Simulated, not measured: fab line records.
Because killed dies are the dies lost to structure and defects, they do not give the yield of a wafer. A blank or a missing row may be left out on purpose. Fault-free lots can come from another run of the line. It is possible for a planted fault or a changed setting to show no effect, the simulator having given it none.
fab line records :: flow nandHarc :: part 2 of 2: steps 28 to 38 of 38
record:
  lots: 5
  wafers: 15
  lastDay: 30
route steps=1302 shown A_CHANNEL_FILL_D1@513 A_DECK1_JOINT@518 A_ONON_D2@545
lots that met no fault: from a run of the same line without faults
startH: hours from the record's opening day to when the first of the lot's shown wafers began :: waitH: time in hours since the lot's previous step :: " unchanged from the row above :: L1.1+2: a row that stands for several wafers :: - no value, or no start was given :: * or withheld: withheld :: < > ~ a bound
route shown NAME@n: NAME is a module with steps in the file, n the number in the route of the first one :: usual: mean/standard deviation of fault-free wafers :: same: alike in all rows :: chamber/n: place in a boat :: sites: readings site by site :: _std_site: standard deviation across them :: _edge_site: outer sites' mean less inner sites' :: radiusMm: for every site, how far away it sits from the centre of the wafer :: mask NAME#n: copy n :: behind: the last tool/chamber to shape the wafer :: hold: reason for holding the lot/hours on hold/outcome of the hold :: device: which transistor (n, p or np) failed to switch :: end of line: tests of these same wafers at the route's end :: where a step has no rows: the recipe by itself :: killed: count of dies lost to structure and defects at first sort (not the wafer's yield) :: map: dies across one wafer; x = killed, . = not, _ = none there
set.NAME: the setting that was run; set.NAME@STEP: the one run at that earlier step :: model.NAME: the simulator's own value behind a step, which no gauge read
lots at some steps of the route; a table a step, a row a wafer
services: a tool's chamber out of use, with start hour (startH, from the record's first day; less than 0 if before it), hours out, and reason
== steps ==
step: NHARC_A_DECK1_JOINT_THK_MEAS_17
recipe:
  thkMeasGauge: ellipsometry
usual:
  thkNm: 45.2/1.3
lot.wafer: L074.3
tool: filmMetro-02
chamber: -
startH: 271.83
waitH: 0.2
thkNm: 44.0

lot.wafer: L074.4
tool: filmMetro-02
chamber: -
startH: 271.83
waitH: 0.2
thkNm: 45.8

lot.wafer: L074.6
tool: filmMetro-02
chamber: -
startH: 271.83
waitH: 0.2
thkNm: 44.8

lot.wafer: L080.1
tool: filmMetro-01
chamber: -
startH: 331.89
waitH: 0.2
thkNm: 48.1

lot.wafer: L080.2
tool: filmMetro-01
chamber: -
startH: 331.89
waitH: 0.2
thkNm: 44.4

lot.wafer: L080.4
tool: filmMetro-01
chamber: -
startH: 331.89
waitH: 0.2
thkNm: 46.9

lot.wafer: L082.1
tool: filmMetro-02
chamber: -
startH: 350.74
waitH: 0.3
thkNm: 43.0

lot.wafer: L082.2
tool: filmMetro-02
chamber: -
startH: 350.74
waitH: 0.3
thkNm: 44.3

lot.wafer: L082.6
tool: filmMetro-02
chamber: -
startH: 350.74
waitH: 0.3
thkNm: 48.1

lot.wafer: L087.1
tool: filmMetro-01
chamber: -
startH: 412.85
waitH: 0.3
thkNm: 45.8

lot.wafer: L087.3
tool: filmMetro-01
chamber: -
startH: 412.85
waitH: 0.3
thkNm: 46.5

lot.wafer: L087.4
tool: filmMetro-01
chamber: -
startH: 412.85
waitH: 0.3
thkNm: 43.6

lot.wafer: L092.2
tool: filmMetro-01
chamber: -
startH: 442.31
waitH: 0.3
thkNm: 43.8

lot.wafer: L092.4
tool: filmMetro-01
chamber: -
startH: 442.31
waitH: 0.3
thkNm: 47.6

lot.wafer: L092.5
tool: filmMetro-01
chamber: -
startH: 442.31
waitH: 0.3
thkNm: 46.2
step: NHARC_A_DECK1_JOINT_INSPECT_05
usual:
  rawDefectCount: 321/130
lot.wafer: L074.3
tool: defectInspect-02
chamber: -
startH: 271.86
waitH: 0.0
rawDefectCount: 499

lot.wafer: L074.4
tool: defectInspect-02
chamber: -
startH: 271.86
waitH: 0.0
rawDefectCount: 426

lot.wafer: L074.6
tool: defectInspect-02
chamber: -
startH: 271.86
waitH: 0.0
rawDefectCount: 265

lot.wafer: L080.1
tool: defectInspect-01
chamber: -
startH: 331.92
waitH: 0.0
rawDefectCount: 439

lot.wafer: L080.2
tool: defectInspect-01
chamber: -
startH: 331.92
waitH: 0.0
rawDefectCount: 639

lot.wafer: L080.4
tool: defectInspect-01
chamber: -
startH: 331.92
waitH: 0.0
rawDefectCount: 303

lot.wafer: L082.1
tool: defectInspect-01
chamber: -
startH: 350.78
waitH: 0.0
rawDefectCount: 204

lot.wafer: L082.2
tool: defectInspect-01
chamber: -
startH: 350.78
waitH: 0.0
rawDefectCount: 401

lot.wafer: L082.6
tool: defectInspect-01
chamber: -
startH: 350.78
waitH: 0.0
rawDefectCount: 269

lot.wafer: L087.1
tool: defectInspect-02
chamber: -
startH: 412.88
waitH: 0.0
rawDefectCount: 323

lot.wafer: L087.3
tool: defectInspect-02
chamber: -
startH: 412.88
waitH: 0.0
rawDefectCount: 379

lot.wafer: L087.4
tool: defectInspect-02
chamber: -
startH: 412.88
waitH: 0.0
rawDefectCount: 398

lot.wafer: L092.2
tool: defectInspect-02
chamber: -
startH: 442.35
waitH: 0.0
rawDefectCount: 178

lot.wafer: L092.4
tool: defectInspect-02
chamber: -
startH: 442.35
waitH: 0.0
rawDefectCount: 288

lot.wafer: L092.5
tool: defectInspect-02
chamber: -
startH: 442.35
waitH: 0.0
rawDefectCount: 226
step: NHARC_A_ONON_D2_DEP_00
recipe:
  targetThkA: 10000
  n2FlowSccm: 2750
  n2oFlowSccm: 2000
  nh3FlowSccm: 500
  sih4FlowSccm: 210
  tempC: 400
usual:
  nh3FlowSccm: 499.9/1.4
lot.wafer: L074.3
tool: pecvdOnon-04
chamber: 0
startH: 272.05
waitH: 0.2
nh3FlowSccm: 500.3

lot.wafer: L074.4
tool: pecvdOnon-04
chamber: 0
startH: 272.05
waitH: 0.2
nh3FlowSccm: 499.7

lot.wafer: L074.6
tool: pecvdOnon-04
chamber: 0
startH: 272.05
waitH: 0.2
nh3FlowSccm: 500.8

lot.wafer: L080.1
tool: pecvdOnon-02
chamber: 0
startH: 331.99
waitH: 0.1
nh3FlowSccm: 499.6

lot.wafer: L080.2
tool: pecvdOnon-02
chamber: 0
startH: 331.99
waitH: 0.1
nh3FlowSccm: 501.2

lot.wafer: L080.4
tool: pecvdOnon-02
chamber: 0
startH: 331.99
waitH: 0.1
nh3FlowSccm: 498.4

lot.wafer: L082.1
tool: pecvdOnon-02
chamber: 0
startH: 350.85
waitH: 0.1
nh3FlowSccm: 500.1

lot.wafer: L082.2
tool: pecvdOnon-02
chamber: 0
startH: 350.85
waitH: 0.1
nh3FlowSccm: 500.1

lot.wafer: L082.6
tool: pecvdOnon-02
chamber: 0
startH: 350.85
waitH: 0.1
nh3FlowSccm: 497.9

lot.wafer: L087.1
tool: pecvdOnon-02
chamber: 0
startH: 412.95
waitH: 0.1
nh3FlowSccm: 500.3

lot.wafer: L087.3
tool: pecvdOnon-02
chamber: 0
startH: 412.95
waitH: 0.1
nh3FlowSccm: 501.3

lot.wafer: L087.4
tool: pecvdOnon-02
chamber: 0
startH: 412.95
waitH: 0.1
nh3FlowSccm: 500.9

lot.wafer: L092.2
tool: pecvdOnon-03
chamber: 0
startH: 442.47
waitH: 0.1
nh3FlowSccm: 501.4

lot.wafer: L092.4
tool: pecvdOnon-03
chamber: 0
startH: 442.47
waitH: 0.1
nh3FlowSccm: 500.6

lot.wafer: L092.5
tool: pecvdOnon-03
chamber: 0
startH: 442.47
waitH: 0.1
nh3FlowSccm: 502.8
step: NHARC_A_ONON_D2_THK_MEAS_02
recipe:
  thkMeasGauge: ellipsometry
usual:
  thkNm: 999/10
lot.wafer: L074.3
tool: filmMetro-01
chamber: -
startH: 272.44
waitH: -
thkNm: 984

lot.wafer: L074.4
tool: filmMetro-01
chamber: -
startH: 272.44
waitH: -
thkNm: 984

lot.wafer: L074.6
tool: filmMetro-01
chamber: -
startH: 272.44
waitH: -
thkNm: 983

lot.wafer: L080.1
tool: filmMetro-01
chamber: -
startH: 332.50
waitH: -
thkNm: 1005

lot.wafer: L080.2
tool: filmMetro-01
chamber: -
startH: 332.50
waitH: -
thkNm: 1003

lot.wafer: L080.4
tool: filmMetro-01
chamber: -
startH: 332.50
waitH: -
thkNm: 1007

lot.wafer: L082.1
tool: filmMetro-02
chamber: -
startH: 351.36
waitH: -
thkNm: 990

lot.wafer: L082.2
tool: filmMetro-02
chamber: -
startH: 351.36
waitH: -
thkNm: 987

lot.wafer: L082.6
tool: filmMetro-02
chamber: -
startH: 351.36
waitH: -
thkNm: 988

lot.wafer: L087.1
tool: filmMetro-01
chamber: -
startH: 413.46
waitH: -
thkNm: 1002

lot.wafer: L087.3
tool: filmMetro-01
chamber: -
startH: 413.46
waitH: -
thkNm: 1001

lot.wafer: L087.4
tool: filmMetro-01
chamber: -
startH: 413.46
waitH: -
thkNm: 1002

lot.wafer: L092.2
tool: filmMetro-02
chamber: -
startH: 442.92
waitH: -
thkNm: 1007

lot.wafer: L092.4
tool: filmMetro-02
chamber: -
startH: 442.92
waitH: -
thkNm: 1006

lot.wafer: L092.5
tool: filmMetro-02
chamber: -
startH: 442.92
waitH: -
thkNm: 1007
step: NHARC_A_ONON_D2_DEP_03
recipe:
  targetThkA: 10000
  n2FlowSccm: 2750
  n2oFlowSccm: 2000
  nh3FlowSccm: 500
  sih4FlowSccm: 210
  tempC: 400
usual:
  nh3FlowSccm: 499.8/1.5
lot.wafer: L074.3
tool: pecvdOnon-02
chamber: 0
startH: 272.71
waitH: 0.3
nh3FlowSccm: 501.8

lot.wafer: L074.4
tool: pecvdOnon-02
chamber: 0
startH: 272.71
waitH: 0.3
nh3FlowSccm: 498.8

lot.wafer: L074.6
tool: pecvdOnon-02
chamber: 0
startH: 272.71
waitH: 0.3
nh3FlowSccm: 499.8

lot.wafer: L080.1
tool: pecvdOnon-03
chamber: 0
startH: 332.56
waitH: 0.1
nh3FlowSccm: 501.1

lot.wafer: L080.2
tool: pecvdOnon-03
chamber: 0
startH: 332.56
waitH: 0.1
nh3FlowSccm: 498.1

lot.wafer: L080.4
tool: pecvdOnon-03
chamber: 0
startH: 332.56
waitH: 0.1
nh3FlowSccm: 499.9

lot.wafer: L082.1
tool: pecvdOnon-03
chamber: 0
startH: 351.41
waitH: 0.1
nh3FlowSccm: 499.5

lot.wafer: L082.2
tool: pecvdOnon-03
chamber: 0
startH: 351.41
waitH: 0.1
nh3FlowSccm: 497.4

lot.wafer: L082.6
tool: pecvdOnon-03
chamber: 0
startH: 351.41
waitH: 0.1
nh3FlowSccm: 497.8

lot.wafer: L087.1
tool: pecvdOnon-04
chamber: 0
startH: 413.52
waitH: 0.1
nh3FlowSccm: 500.3

lot.wafer: L087.3
tool: pecvdOnon-04
chamber: 0
startH: 413.52
waitH: 0.1
nh3FlowSccm: 499.9

lot.wafer: L087.4
tool: pecvdOnon-04
chamber: 0
startH: 413.52
waitH: 0.1
nh3FlowSccm: 499.1

lot.wafer: L092.2
tool: pecvdOnon-03
chamber: 0
startH: 443.03
waitH: 0.1
nh3FlowSccm: 495.9

lot.wafer: L092.4
tool: pecvdOnon-03
chamber: 0
startH: 443.03
waitH: 0.1
nh3FlowSccm: 497.6

lot.wafer: L092.5
tool: pecvdOnon-03
chamber: 0
startH: 443.03
waitH: 0.1
nh3FlowSccm: 497.8
step: NHARC_A_ONON_D2_THK_MEAS_05
recipe:
  thkMeasGauge: ellipsometry
usual:
  thkNm: 998/12
lot.wafer: L074.3
tool: filmMetro-02
chamber: -
startH: 273.10
waitH: -
thkNm: 992

lot.wafer: L074.4
tool: filmMetro-02
chamber: -
startH: 273.10
waitH: -
thkNm: 990

lot.wafer: L074.6
tool: filmMetro-02
chamber: -
startH: 273.10
waitH: -
thkNm: 991

lot.wafer: L080.1
tool: filmMetro-01
chamber: -
startH: 333.07
waitH: -
thkNm: 1026

lot.wafer: L080.2
tool: filmMetro-01
chamber: -
startH: 333.07
waitH: -
thkNm: 1026

lot.wafer: L080.4
tool: filmMetro-01
chamber: -
startH: 333.07
waitH: -
thkNm: 1027

lot.wafer: L082.1
tool: filmMetro-02
chamber: -
startH: 351.92
waitH: -
thkNm: 971

lot.wafer: L082.2
tool: filmMetro-02
chamber: -
startH: 351.92
waitH: -
thkNm: 973

lot.wafer: L082.6
tool: filmMetro-02
chamber: -
startH: 351.92
waitH: -
thkNm: 971

lot.wafer: L087.1
tool: filmMetro-02
chamber: -
startH: 414.03
waitH: -
thkNm: 996

lot.wafer: L087.3
tool: filmMetro-02
chamber: -
startH: 414.03
waitH: -
thkNm: 995

lot.wafer: L087.4
tool: filmMetro-02
chamber: -
startH: 414.03
waitH: -
thkNm: 995

lot.wafer: L092.2
tool: filmMetro-01
chamber: -
startH: 443.49
waitH: -
thkNm: 1020

lot.wafer: L092.4
tool: filmMetro-01
chamber: -
startH: 443.49
waitH: -
thkNm: 1019

lot.wafer: L092.5
tool: filmMetro-01
chamber: -
startH: 443.49
waitH: -
thkNm: 1019
step: NHARC_A_ONON_D2_DEP_06
recipe:
  targetThkA: 10000
  n2FlowSccm: 2750
  n2oFlowSccm: 2000
  nh3FlowSccm: 500
  sih4FlowSccm: 210
  tempC: 400
usual:
  nh3FlowSccm: 500.1/1.4
lot.wafer: L074.3
tool: pecvdOnon-03
chamber: 0
startH: 273.27
waitH: 0.2
nh3FlowSccm: 500.0

lot.wafer: L074.4
tool: pecvdOnon-03
chamber: 0
startH: 273.27
waitH: 0.2
nh3FlowSccm: 498.1

lot.wafer: L074.6
tool: pecvdOnon-03
chamber: 0
startH: 273.27
waitH: 0.2
nh3FlowSccm: 499.9

lot.wafer: L080.1
tool: pecvdOnon-04
chamber: 0
startH: 333.13
waitH: 0.1
nh3FlowSccm: 502.3

lot.wafer: L080.2
tool: pecvdOnon-04
chamber: 0
startH: 333.13
waitH: 0.1
nh3FlowSccm: 500.7

lot.wafer: L080.4
tool: pecvdOnon-04
chamber: 0
startH: 333.13
waitH: 0.1
nh3FlowSccm: 502.3

lot.wafer: L082.1
tool: pecvdOnon-04
chamber: 0
startH: 351.98
waitH: 0.1
nh3FlowSccm: 498.7

lot.wafer: L082.2
tool: pecvdOnon-04
chamber: 0
startH: 351.98
waitH: 0.1
nh3FlowSccm: 500.6

lot.wafer: L082.6
tool: pecvdOnon-04
chamber: 0
startH: 351.98
waitH: 0.1
nh3FlowSccm: 496.8

lot.wafer: L087.1
tool: pecvdOnon-02
chamber: 0
startH: 414.09
waitH: 0.1
nh3FlowSccm: 501.9

lot.wafer: L087.3
tool: pecvdOnon-02
chamber: 0
startH: 414.09
waitH: 0.1
nh3FlowSccm: 499.3

lot.wafer: L087.4
tool: pecvdOnon-02
chamber: 0
startH: 414.09
waitH: 0.1
nh3FlowSccm: 500.4

lot.wafer: L092.2
tool: pecvdOnon-03
chamber: 0
startH: 443.60
waitH: 0.1
nh3FlowSccm: 500.1

lot.wafer: L092.4
tool: pecvdOnon-03
chamber: 0
startH: 443.60
waitH: 0.1
nh3FlowSccm: 498.8

lot.wafer: L092.5
tool: pecvdOnon-03
chamber: 0
startH: 443.60
waitH: 0.1
nh3FlowSccm: 498.8
step: NHARC_A_ONON_D2_THK_MEAS_08
recipe:
  thkMeasGauge: ellipsometry
usual:
  thkNm: 998/9
lot.wafer: L074.3
tool: filmMetro-02
chamber: -
startH: 273.67
waitH: -
thkNm: 1000

lot.wafer: L074.4
tool: filmMetro-02
chamber: -
startH: 273.67
waitH: -
thkNm: 1002

lot.wafer: L074.6
tool: filmMetro-02
chamber: -
startH: 273.67
waitH: -
thkNm: 999

lot.wafer: L080.1
tool: filmMetro-01
chamber: -
startH: 333.64
waitH: -
thkNm: 979

lot.wafer: L080.2
tool: filmMetro-01
chamber: -
startH: 333.64
waitH: -
thkNm: 981

lot.wafer: L080.4
tool: filmMetro-01
chamber: -
startH: 333.64
waitH: -
thkNm: 979

lot.wafer: L082.1
tool: filmMetro-01
chamber: -
startH: 352.49
waitH: -
thkNm: 989

lot.wafer: L082.2
tool: filmMetro-01
chamber: -
startH: 352.49
waitH: -
thkNm: 988

lot.wafer: L082.6
tool: filmMetro-01
chamber: -
startH: 352.49
waitH: -
thkNm: 987

lot.wafer: L087.1
tool: filmMetro-01
chamber: -
startH: 414.60
waitH: -
thkNm: 986

lot.wafer: L087.3
tool: filmMetro-01
chamber: -
startH: 414.60
waitH: -
thkNm: 988

lot.wafer: L087.4
tool: filmMetro-01
chamber: -
startH: 414.60
waitH: -
thkNm: 986

lot.wafer: L092.2
tool: filmMetro-01
chamber: -
startH: 444.06
waitH: -
thkNm: 994

lot.wafer: L092.4
tool: filmMetro-01
chamber: -
startH: 444.06
waitH: -
thkNm: 994

lot.wafer: L092.5
tool: filmMetro-01
chamber: -
startH: 444.06
waitH: -
thkNm: 995
step: NHARC_A_ONON_D2_DEP_09
recipe:
  targetThkA: 10000
  n2FlowSccm: 2750
  n2oFlowSccm: 2000
  nh3FlowSccm: 500
  sih4FlowSccm: 210
  tempC: 400
usual:
  nh3FlowSccm: 500.3/1.4
lot.wafer: L074.3
tool: pecvdOnon-04
chamber: 0
startH: 273.84
waitH: 0.2
nh3FlowSccm: 498.2

lot.wafer: L074.4
tool: pecvdOnon-04
chamber: 0
startH: 273.84
waitH: 0.2
nh3FlowSccm: 500.4

lot.wafer: L074.6
tool: pecvdOnon-04
chamber: 0
startH: 273.84
waitH: 0.2
nh3FlowSccm: 500.4

lot.wafer: L080.1
tool: pecvdOnon-02
chamber: 0
startH: 333.70
waitH: 0.1
nh3FlowSccm: 502.1

lot.wafer: L080.2
tool: pecvdOnon-02
chamber: 0
startH: 333.70
waitH: 0.1
nh3FlowSccm: 500.7

lot.wafer: L080.4
tool: pecvdOnon-02
chamber: 0
startH: 333.70
waitH: 0.1
nh3FlowSccm: 502.0

lot.wafer: L082.1
tool: pecvdOnon-02
chamber: 0
startH: 352.54
waitH: 0.1
nh3FlowSccm: 500.0

lot.wafer: L082.2
tool: pecvdOnon-02
chamber: 0
startH: 352.54
waitH: 0.1
nh3FlowSccm: 499.0

lot.wafer: L082.6
tool: pecvdOnon-02
chamber: 0
startH: 352.54
waitH: 0.1
nh3FlowSccm: 500.9

lot.wafer: L087.1
tool: pecvdOnon-04
chamber: 0
startH: 414.66
waitH: 0.1
nh3FlowSccm: 498.2

lot.wafer: L087.3
tool: pecvdOnon-04
chamber: 0
startH: 414.66
waitH: 0.1
nh3FlowSccm: 501.8

lot.wafer: L087.4
tool: pecvdOnon-04
chamber: 0
startH: 414.66
waitH: 0.1
nh3FlowSccm: 501.5

lot.wafer: L092.2
tool: pecvdOnon-03
chamber: 0
startH: 444.17
waitH: 0.1
nh3FlowSccm: 500.0

lot.wafer: L092.4
tool: pecvdOnon-03
chamber: 0
startH: 444.17
waitH: 0.1
nh3FlowSccm: 501.6

lot.wafer: L092.5
tool: pecvdOnon-03
chamber: 0
startH: 444.17
waitH: 0.1
nh3FlowSccm: 499.5
step: NHARC_A_ONON_D2_THK_MEAS_11
recipe:
  thkMeasGauge: ellipsometry
usual:
  thkNm: 1002/11
lot.wafer: L074.3
tool: filmMetro-02
chamber: -
startH: 274.24
waitH: -
thkNm: 1000

lot.wafer: L074.4
tool: filmMetro-02
chamber: -
startH: 274.24
waitH: -
thkNm: 1000

lot.wafer: L074.6
tool: filmMetro-02
chamber: -
startH: 274.24
waitH: -
thkNm: 999

lot.wafer: L080.1
tool: filmMetro-01
chamber: -
startH: 334.21
waitH: -
thkNm: 995

lot.wafer: L080.2
tool: filmMetro-01
chamber: -
startH: 334.21
waitH: -
thkNm: 995

lot.wafer: L080.4
tool: filmMetro-01
chamber: -
startH: 334.21
waitH: -
thkNm: 996

lot.wafer: L082.1
tool: filmMetro-01
chamber: -
startH: 353.05
waitH: -
thkNm: 992

lot.wafer: L082.2
tool: filmMetro-01
chamber: -
startH: 353.05
waitH: -
thkNm: 991

lot.wafer: L082.6
tool: filmMetro-01
chamber: -
startH: 353.05
waitH: -
thkNm: 989

lot.wafer: L087.1
tool: filmMetro-01
chamber: -
startH: 415.17
waitH: -
thkNm: 997

lot.wafer: L087.3
tool: filmMetro-01
chamber: -
startH: 415.17
waitH: -
thkNm: 1000

lot.wafer: L087.4
tool: filmMetro-01
chamber: -
startH: 415.17
waitH: -
thkNm: 997

lot.wafer: L092.2
tool: filmMetro-02
chamber: -
startH: 444.62
waitH: -
thkNm: 984

lot.wafer: L092.4
tool: filmMetro-02
chamber: -
startH: 444.62
waitH: -
thkNm: 984

lot.wafer: L092.5
tool: filmMetro-02
chamber: -
startH: 444.62
waitH: -
thkNm: 981
step: NHARC_A_ONON_D2_DEP_12
recipe:
  targetThkA: 10000
  n2FlowSccm: 2750
  n2oFlowSccm: 2000
  nh3FlowSccm: 500
  sih4FlowSccm: 210
  tempC: 400
usual:
  nh3FlowSccm: 500.0/1.4
lot.wafer: L074.3
tool: pecvdOnon-02
chamber: 0
startH: 274.41
waitH: 0.2
nh3FlowSccm: 500.4

lot.wafer: L074.4
tool: pecvdOnon-02
chamber: 0
startH: 274.41
waitH: 0.2
nh3FlowSccm: 497.1

lot.wafer: L074.6
tool: pecvdOnon-02
chamber: 0
startH: 274.41
waitH: 0.2
nh3FlowSccm: 500.4

lot.wafer: L080.1
tool: pecvdOnon-03
chamber: 0
startH: 334.26
waitH: 0.1
nh3FlowSccm: 498.5

lot.wafer: L080.2
tool: pecvdOnon-03
chamber: 0
startH: 334.26
waitH: 0.1
nh3FlowSccm: 500.7

lot.wafer: L080.4
tool: pecvdOnon-03
chamber: 0
startH: 334.26
waitH: 0.1
nh3FlowSccm: 498.4

lot.wafer: L082.1
tool: pecvdOnon-03
chamber: 0
startH: 353.11
waitH: 0.1
nh3FlowSccm: 499.8

lot.wafer: L082.2
tool: pecvdOnon-03
chamber: 0
startH: 353.11
waitH: 0.1
nh3FlowSccm: 496.4

lot.wafer: L082.6
tool: pecvdOnon-03
chamber: 0
startH: 353.11
waitH: 0.1
nh3FlowSccm: 500.1

lot.wafer: L087.1
tool: pecvdOnon-02
chamber: 0
startH: 415.22
waitH: 0.1
nh3FlowSccm: 498.6

lot.wafer: L087.3
tool: pecvdOnon-02
chamber: 0
startH: 415.22
waitH: 0.1
nh3FlowSccm: 501.7

lot.wafer: L087.4
tool: pecvdOnon-02
chamber: 0
startH: 415.22
waitH: 0.1
nh3FlowSccm: 499.0

lot.wafer: L092.2
tool: pecvdOnon-03
chamber: 0
startH: 444.74
waitH: 0.1
nh3FlowSccm: 499.2

lot.wafer: L092.4
tool: pecvdOnon-03
chamber: 0
startH: 444.74
waitH: 0.1
nh3FlowSccm: 502.5

lot.wafer: L092.5
tool: pecvdOnon-03
chamber: 0
startH: 444.74
waitH: 0.1
nh3FlowSccm: 499.5
== services ==
tool: fcvd-02
chamber: 1
startH: 220.38
hours: 5.9
kind: repair

tool: cmp-04
chamber: -
startH: 223.66
hours: 1.7
kind: repair

tool: pecvdOnon-03
chamber: -
startH: 227.13
hours: 13.0
kind: pm

tool: wetBench-04
chamber: -
startH: 227.20
hours: 8.0
kind: pm

tool: cmp-01
chamber: -
startH: 245.15
hours: 0.9
kind: repair

tool: wetBench-07
chamber: -
startH: 253.58
hours: 2.2
kind: repair

tool: cmp-04
chamber: -
startH: 257.12
hours: 0.9
kind: repair

tool: fcvd-02
chamber: -
startH: 269.00
hours: 13.0
kind: pm

tool: cmp-01
chamber: -
startH: 283.67
hours: 4.0
kind: pm

tool: rieSi-05
chamber: 2
startH: 300.31
hours: 1.1
kind: repair

tool: rieSi-05
chamber: -
startH: 305.00
hours: 9.0
kind: pm

tool: cmp-04
chamber: -
startH: 307.26
hours: 4.0
kind: pm

tool: pecvdOnon-04
chamber: -
startH: 311.62
hours: 13.0
kind: pm

tool: cmp-04
chamber: -
startH: 334.97
hours: 1.6
kind: repair

tool: wetBench-07
chamber: -
startH: 336.00
hours: 8.0
kind: pm

tool: wetBench-06
chamber: -
startH: 361.41
hours: 6.6
kind: repair

tool: wetH3po4-01
chamber: -
startH: 365.59
hours: 8.0
kind: pm

tool: pecvdOnon-02
chamber: -
startH: 366.00
hours: 13.0
kind: pm

tool: wetBench-06
chamber: -
startH: 369.60
hours: 8.0
kind: pm

tool: cmp-01
chamber: -
startH: 381.67
hours: 4.0
kind: pm

tool: wetBench-04
chamber: -
startH: 403.20
hours: 8.0
kind: pm

tool: cmp-04
chamber: -
startH: 405.26
hours: 4.0
kind: pm

tool: pecvdOnon-03
chamber: -
startH: 408.13
hours: 13.0
kind: pm

tool: cmp-01
chamber: -
startH: 421.42
hours: 0.5
kind: repair
